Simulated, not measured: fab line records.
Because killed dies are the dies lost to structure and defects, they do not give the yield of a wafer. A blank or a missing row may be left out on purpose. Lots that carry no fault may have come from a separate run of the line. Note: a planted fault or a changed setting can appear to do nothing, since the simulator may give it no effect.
Split-lot experiment    flow n5 finfet    on a route of 1938 steps: 7 lots, 21 wafers read

THE SPLIT
At N5_BEOL_M8_COAT_63 (time 60 s, resist thk 60 nm), the setting spin rpm was moved away from the recipe's 1500 rpm on 4 of the 21 wafers read, by -9.5% to +8.4%. The other wafers ran this setting at the recipe's value.

FROM THE SPLIT TO THE READING: what the file shows between them, 9 steps
- N5_BEOL_M8_COAT_64: time 60 s, resist thk 12 nm (also split here: spin rpm)
- N5_BEOL_M8_COAT_71: time 60 s, resist thk 5 nm
- N5_BEOL_M8_COAT_22: resist thk 30 nm
- N5_BEOL_M8_DESCUM_33: chemistry O2, time 7 s
- N5_BEOL_M8_ETCH_72: etches underlayer in N2/H2, target depth 6.5 nm, time 5.2 s
- N5_BEOL_M8_ETCH_65: etches SiARC in CF4, target depth 15.6 nm, time 26 s
- N5_BEOL_M8_ETCH_66: etches SOC in N2/H2, target depth 80 nm, overetch 16 nm, time 120 s
- N5_BEOL_M8_STRIP_69: strips in N2/H2
- N5_BEOL_M8_STRIP_73: strips in N2/H2

THE READING
SOC_of_BEOL_M8_COAT_63.thk nm (the simulator's own value, which no gauge read), in nm, at N5_BEOL_M8_VIA_ETCH_34 (etches SiCOH lowk in C4F6/O2, target depth 125.5 nm, time 50.5 s). The file gives no usual value for it. Here, 17 wafers ran the recipe; their average is 53.9 nm with a standard deviation of 0.15 nm.

wafer   tool, chamber at the split  spin rpm as run, rpm  against the recipe  SOC_of_BEOL_M8_COAT_63.thk nm, nm  against lot-mates on the recipe
L074.2  litho track-05, 0           1500                  recipe              53.6                               -
L074.4  litho track-05, 0           1500                  recipe              53.6                               -
L074.6  litho track-05, 0           1500                  recipe              53.8                               -
L076.1  litho track-04, 0           1500                  recipe              53.8                               -
L076.4  litho track-04, 0           1500                  recipe              54                                 -
L076.6  litho track-04, 0           1500                  recipe              54                                 -
L080.1  litho track-01, 0           1500                  recipe              53.8                               -
L080.4  litho track-01, 0           1500                  recipe              53.8                               -
L080.5  litho track-01, 0           1500                  recipe              53.8                               -
L089.1  litho track-01, 0           1500                  recipe              53.8                               -
L089.3  litho track-01, 0           1500                  recipe              54                                 -
L089.5  litho track-01, 0           1358                  -9.5%               57                                 +3.1
L083.1  litho track-01, 0           1500                  recipe              53.8                               -
L083.5  litho track-01, 0           1500                  recipe              53.8                               -
L083.3  litho track-01, 0           1500                  recipe              54                                 -
L097.1  litho track-05, 0           1626                  +8.4%               51.6                               -2.5
L097.2  litho track-05, 0           1500                  recipe              54.2                               -
L097.5  litho track-05, 0           1500                  recipe              54                                 -
L096.3  litho track-01, 0           1556                  +3.7%               52.8                               -1.2
L096.5  litho track-01, 0           1500                  recipe              54                                 -
L096.6  litho track-01, 0           1556                  +3.7%               53                                 -1.0

THE FIT
A straight line over all 21 wafers: SOC_of_BEOL_M8_COAT_63.thk nm changes by -0.299 nm for each +1% of spin rpm; r = -0.98; the points scatter about the line by 0.17 nm.
The same after taking each lot's own level away (the mean of its wafers on the recipe; 21 wafers): -0.312 nm for each +1%; r = -1.00; scatter 0.096 nm.
That fit puts the effect of the largest move of spin rpm on the reading at 3 nm.
From 53.67 to 54.10 nm: that is the span of the lots' own levels, equal to 2.8 times the standard deviation above.
Consequently the slope shifts little with the lot-to-lot level, the two slopes agreeing.
Check: for one of the wafers moved furthest among these (-9.5%), held out of the fit, the line's prediction against its lot-mates is +2.81 nm. It came out at +3.1 nm against them.

OTHER SPLITS ON THESE WAFERS
Before the reading, these wafers also passed through other splits. Each is held against what the fit with the lots' levels taken away leaves over:
other split on the same wafers      wafers away from the commonest value  r with SOC_of_BEOL_M8_COAT_63.thk nm (lot level and that fit taken away)
N5_BEOL_M7_TRENCH_ETCH_37 source w  6                                     +0.11
N5_BEOL_M8_COAT_64 spin rpm         7                                     -0.16

THE WHOLE CHAIN: every reading that the file lists as answering this split, in the file's order
step                    what it does                                                         reading                                                                         change (the file's fit)                r (the file's)
N5_BEOL_M8_COAT_63      time 60 s, resist thk 60 nm                                          SOC_of_BEOL_M8_COAT_63.thk nm (the simulator's own value, which no gauge read)  -0.315 nm for each +1% of the setting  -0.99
N5_BEOL_M8_ETCH_66      etches SOC in N2/H2, target depth 80 nm, overetch 16 nm, time 120 s  etch.depth nm (the simulator's own value, which no gauge read)                  -0.315 nm for each +1% of the setting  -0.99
N5_BEOL_M8_VIA_ETCH_34  etches SiCOH lowk in C4F6/O2, target depth 125.5 nm, time 50.5 s     SOC_of_BEOL_M8_COAT_63.thk nm (the simulator's own value, which no gauge read)  -0.313 nm for each +1% of the setting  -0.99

FILE'S OWN FIT
SOC_of_BEOL_M8_COAT_63.thk nm changes by -0.313 nm for each +1% of spin rpm, r = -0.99.
